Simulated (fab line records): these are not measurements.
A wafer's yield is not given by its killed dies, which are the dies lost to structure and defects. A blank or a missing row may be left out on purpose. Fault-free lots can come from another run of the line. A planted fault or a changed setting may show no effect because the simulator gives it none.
Chamber matching ; flow nand harc ; NHARC_A_STAIRCASE_TRIM_187 on rie diel-06 has 4 sister chambers
The step chemistry O2, time 211.2 s. 4 wafers are shown with their chamber, then 12 later ones without.

WAFERS WITH THEIR CHAMBER
wafer;chamber;showerhead plenum p Torr (Torr)
L085.2;3;3.60
L085.6;1;3.51
L087.4;0;3.59
L087.5;2;3.43

WAFERS MISSING THEIR CHAMBER
wafer;showerhead plenum p Torr (Torr)
L087.1;3.59
L087.3;3.51
L087.6;3.59
L092.2;3.42
L092.5;3.50
L092.6;3.42
L091.4;3.58
L091.5;3.42
L091.6;3.50
L095.1;3.50
L095.2;3.58
L095.6;3.50

WHICH CHAMBER EACH ONE RAN IN
wafer;from the rows above;in truth
L087.1;can't be placed: 0 or 3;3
L087.3;1;1
L087.6;can't be placed: 0 or 3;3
L092.2;2;2
L092.5;1;1
L092.6;2;2
L091.4;can't be placed: 0 or 3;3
L091.5;2;2
L091.6;1;1
L095.1;1;1
L095.2;can't be placed: 0 or 3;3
L095.6;1;1
8 of 12 placed correctly. Unplaceable from these rows: 4, with the true chamber sitting among the candidates in 4. Wrongly placed: 0.
How it was worked out, from the rows above alone: a wafer's distance from a chamber is the root of the sum, over the readings, of the square of ((its reading less the chamber's mean) divided by the reading's scatter). The wafer belongs to the nearest chamber; if the next one is less than 2 further off, it can't be placed. Each chamber's mean is taken over the wafers shown for it. The scatter (one wafer shown for each chamber): square how far every hidden wafer sits from the nearest shown wafer, average those squares and take the square root.
